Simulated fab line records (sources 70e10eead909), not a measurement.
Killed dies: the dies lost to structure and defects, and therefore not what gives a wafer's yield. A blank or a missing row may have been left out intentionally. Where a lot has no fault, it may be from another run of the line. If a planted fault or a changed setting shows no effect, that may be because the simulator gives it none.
A lot that was struck, set against a sound lot + flow nand_harc + 14 out of 1302 route steps
Sound: the wafers L639.1, L639.2, L639.6. Struck: wafers L652.1, L652.4, L652.5. At the end, the cause is stated.
Per side, at each step with rows, come the tool, then ch with its chambers, and then its first start. Under that, the readings that differ: sound wafers + struck wafers + difference of the means + sigmas: that difference in standard deviations of wafers without a fault.
alike: same words and numbers on both sides, and readings whose means sit less than 2 such deviations apart. not compared: any withheld reading, any reading some wafer has no value for, any bound like >300 that may hide the same value, and any number with overlapping values for which the record gives no deviation.
The two part at a step that has a row with sigmas, a row that says differs or no value, or rows on one side only. When numbers do not overlap yet have no deviation, they are printed without sigmas and do not part them. Lack of a reading on every wafer of one side parts them only where that side has two or more wafers.

first, 1 step without rows for these wafers: NHARC_A_ONON_D2_DEP_19 (target thk 1000 nm).
NHARC_A_ONON_D2_THK_MEAS_21: measures by ellipsometry.
  sound: film_metro-02 at day 14 06:24; struck: film_metro-02 at day 19 12:42
  alike: thk_nm
following that, 1 step holds no rows for these wafers, namely NHARC_A_ONON_D2_DEP_22 (target thickness 1000 nm).
NHARC_A_ONON_D2_THK_MEAS_24: measures by ellipsometry.
  sound: film_metro-02 at day 14 06:58; struck: film_metro-01 at day 19 13:16
  alike: thk_nm
following that, 1 step holds no rows for these wafers, namely NHARC_A_ONON_D2_DEP_25 (target thickness 1000 nm).
NHARC_A_ONON_D2_THK_MEAS_27: measures by ellipsometry.
  sound: film_metro-01 at day 14 07:32; struck: film_metro-02 at day 19 13:50
  alike: thk_nm
following that, 1 step holds no rows for these wafers, namely NHARC_A_ONON_D2_DEP_28 (target thickness 1000 nm).
NHARC_A_ONON_D2_THK_MEAS_30: measures by ellipsometry.
  sound: film_metro-01 at day 14 08:07; struck: film_metro-01 at day 19 14:25
| reading     | sound          | struck      | difference | sigmas |
|-------------|----------------|-------------|------------|--------|
| thk_nm (nm) | 1011 1011 1010 | 992 991 991 | -19        | -2     |
NHARC_A_ONON_D2_DEP_33: deposits SiO2, target thk 200 nm.
  sound on pecvd-03 ch 0,1, day 14 08:10; struck on pecvd-01 ch 0,1,2, day 19 14:34
  alike: heater_power_w, throttle_valve_pct
NHARC_A_ONON_D2_THK_MEAS_34: measures by ellipsometry.
  sound: film_metro-01 at day 14 08:35; struck: film_metro-01 at day 19 14:53
  alike: thk_nm
NHARC_A_ONON_D2_INSPECT_32:
  sound: defect_inspect-02 at day 14 08:38; struck: defect_inspect-02 at day 19 14:58
  alike: raw_defect_count
NHARC_A_CHANNEL_HOLE_D2_DEP_00: deposits aC, target thk 3100 nm.
  sound on acl_dep-02 ch 0, day 14 08:43; struck on acl_dep-02 ch 0, day 19 17:10
  alike: throttle_valve_pct
NHARC_A_CHANNEL_HOLE_D2_DEP_01: deposits SiON, target thk 140 nm.
  sound on pecvd-03 ch 1,2, day 14 10:42; struck on pecvd-01 ch 0,1,2, day 19 19:07
  alike: heater_power_w
-- the record jumps here: 11 days lie between the struck wafers' starts before and after (it left off in module A_CHANNEL_HOLE_D2 and takes up again in module END, whose first step shown is number 1302 of the route) --
NHARC_END_SORT_01:
  at this point the record logs the struck wafers (prober-02 ch 0, day 30 19:08) and has no rows for the sound ones

## WHERE THEY PART
Earliest at NHARC_A_ONON_D2_THK_MEAS_30; latest, in this record, at NHARC_END_SORT_01.

WHY: whatever the simulator had introduced
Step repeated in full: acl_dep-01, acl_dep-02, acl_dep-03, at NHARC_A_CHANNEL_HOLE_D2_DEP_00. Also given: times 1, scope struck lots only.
